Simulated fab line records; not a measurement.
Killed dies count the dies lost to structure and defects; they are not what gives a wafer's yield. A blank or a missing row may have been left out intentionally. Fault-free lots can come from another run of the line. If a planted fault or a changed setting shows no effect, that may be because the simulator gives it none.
Chamber matching :: flow n5-finfet :: N5_BEOL_M8_CURE_74 on uv-cure-01: 3 sister chambers
The step cures SiCOH lowk, time 240 s. 6 wafers are shown with their chamber, then 8 later ones without.

== WAFERS PAIRED WITH THEIR CHAMBERS ==
wafer: L076.4
chamber: 2
wafer_temp_C_max: 386.9
lamp-power-pct (%): 52.17

wafer: L084.3
chamber: 1
wafer_temp_C_max: 386.6
lamp-power-pct (%): 52.29

wafer: L084.6
chamber: 1
wafer_temp_C_max: 386.3
lamp-power-pct (%): 52.29

wafer: L082.4
chamber: 0
wafer_temp_C_max: 386.1
lamp-power-pct (%): 52.27

wafer: L082.5
chamber: 0
wafer_temp_C_max: 386.3
lamp-power-pct (%): 52.43

wafer: L086.1
chamber: 2
wafer_temp_C_max: 386.5
lamp-power-pct (%): 52.33

== WAFERS MISSING THEIR CHAMBER ==
wafer: L086.2
wafer_temp_C_max: 387.4
lamp-power-pct (%): 52.31

wafer: L086.3
wafer_temp_C_max: 386.0
lamp-power-pct (%): 52.25

wafer: L088.2
wafer_temp_C_max: 387.5
lamp-power-pct (%): 52.34

wafer: L088.3
wafer_temp_C_max: 387.2
lamp-power-pct (%): 52.33

wafer: L088.5
wafer_temp_C_max: 387.8
lamp-power-pct (%): 52.34

wafer: L092.2
wafer_temp_C_max: 386.6
lamp-power-pct (%): 52.20

wafer: L092.3
wafer_temp_C_max: 386.8
lamp-power-pct (%): 52.37

wafer: L092.5
wafer_temp_C_max: 387.6
lamp-power-pct (%): 52.25

== CHAMBER TAKEN BY EACH ==
wafer: L086.2
from the rows above: can't be placed: 2 or 1
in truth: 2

wafer: L086.3
from the rows above: can't be placed: 0 or 1 or 2
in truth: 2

wafer: L088.2
from the rows above: can't be placed: 2 or 1
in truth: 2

wafer: L088.3
from the rows above: can't be placed: 2 or 1
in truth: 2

wafer: L088.5
from the rows above: can't be placed: 2 or 1
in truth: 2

wafer: L092.2
from the rows above: can't be placed: 2 or 1 or 0
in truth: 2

wafer: L092.3
from the rows above: can't be placed: 2 or 1 or 0
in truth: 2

wafer: L092.5
from the rows above: can't be placed: 2 or 1
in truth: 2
Placed correctly: 0 of 8. From these rows, 8 cannot be placed; in 8 the true chamber is one of the candidates. Placed wrongly: 0.
How it was worked out, from the rows above alone: a wafer's distance from a chamber is the root of the sum, over the readings, of the square of ((its reading less the chamber's mean) divided by the reading's scatter). The wafer belongs to the nearest chamber; if the next one is less than 2 further off, it can't be placed. The mean given for a chamber averages the wafers shown for that chamber. The scatter is the square root of a quotient: the sum, over the shown wafers, of each reading's squared deviation from its chamber's mean, divided by wafers minus chambers.
